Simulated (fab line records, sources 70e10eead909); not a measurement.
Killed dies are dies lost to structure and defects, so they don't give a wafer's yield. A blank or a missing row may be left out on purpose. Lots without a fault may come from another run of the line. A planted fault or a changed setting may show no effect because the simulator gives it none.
Which tool did it? | flow nand_harc | 12 lots, 36 wafers sampled, at 3 steps of a route of 1159

WHAT THE GAUGES READ, wafer by wafer
NHARC_P_GATE_CD_MEAS_46: target cd 720 nm.
lot  | measured     | on        | cd_nm (nm)
L075 | day 5 16:37  | cd_sem-03 | 716.9 719.6 714.6
L076 | day 5 23:00  | cd_sem-01 | 718.4 719.1 720.3
L079 | day 6 08:54  | cd_sem-01 | 718.9 720.3 718.7
L080 | day 7 01:16  | cd_sem-02 | 719.0 719.1 719.9
L083 | day 7 09:20  | cd_sem-01 | 719.7 722.3 721.0
L085 | day 7 22:04  | cd_sem-03 | 718.8 715.3 716.9
L087 | day 8 15:00  | cd_sem-03 | 718.6 717.7 720.3
L088 | day 9 02:19  | cd_sem-02 | 722.5 723.8 721.9
L090 | day 9 12:06  | cd_sem-03 | 720.5 720.3 718.0
L093 | day 10 02:12 | cd_sem-02 | 719.5 720.5 723.6
L096 | day 10 12:19 | cd_sem-01 | 723.4 722.1 724.3
L097 | day 11 00:10 | cd_sem-01 | 720.9 719.4 720.9

WHICH TOOL RAN EACH LOT (tool, then ch and the chambers of the sampled wafers, then the start)
lot  | NHARC_P_GATE_DESCUM_31             | NHARC_P_GATE_ETCHBACK_37
L075 | rie_diel-03 ch 1,2,3, day 5 04:49  | rie_diel-09 ch 1,3, day 5 16:37 or earlier
L076 | rie_diel-09 ch 1,2,3, day 5 08:14  | rie_diel-01 ch 0,2, day 5 23:00 or earlier
L079 | rie_diel-09 ch 1,2,3, day 5 20:59  | rie_diel-09 ch 0,2, day 6 08:54 or earlier
L080 | rie_diel-01 ch 0,2,3, day 6 12:07  | rie_diel-03 ch 0,1,2, day 7 01:16 or earlier
L083 | rie_diel-03 ch 0,1, day 6 21:07    | rie_diel-09 ch 1,2, day 7 09:20 or earlier
L085 | rie_diel-09 ch 0,3, day 7 10:11    | rie_diel-09 ch 0,1, day 7 22:04 or earlier
L087 | rie_diel-01 ch 0,1,3, day 8 02:24  | rie_diel-01 ch 0,1,3, day 8 15:00 or earlier
L088 | rie_diel-09 ch 0,2,3, day 8 14:23  | rie_diel-03 ch 0,3, day 9 02:19 or earlier
L090 | rie_diel-03 ch 1,2,3, day 9 00:21  | rie_diel-03 ch 0,1,2, day 9 12:06 or earlier
L093 | rie_diel-03 ch 2,3, day 9 12:15    | rie_diel-01 ch 1,2,3, day 10 02:12 or earlier
L096 | rie_diel-01 ch 0,1,3, day 10 00:21 | rie_diel-01 ch 2,3, day 10 12:19 or earlier
L097 | rie_diel-01 ch 0,2,3, day 10 12:13 | rie_diel-01 ch 0,2, day 11 00:10 or earlier
- NHARC_P_GATE_DESCUM_31: chemistry O2, time 3 s.
- NHARC_P_GATE_ETCHBACK_37: etches the open film in CHF3/O2, target depth 34.5 nm, time 17.2 s.

THE ANSWER, worked out from the rows above alone
Rule: what is usual is taken from the lots themselves. Put in order of their means at a reading, lots are off if they are a third of the lots or fewer, leave a main group of 4 or more, and stand apart from it by a gap of 3 or more times the standard deviation of the main group's means; of several such gaps the widest counts. A main group whose means are all the same, to the digits that the tables above print for the reading, isn't used. A lot without any number at a reading at which 4 lots or more have one is off too. The other lots that the step has rows for count as sound.
No lot is off at any reading shown: from this, nothing can be told.

WHAT THE SIMULATOR HAD PUT IN
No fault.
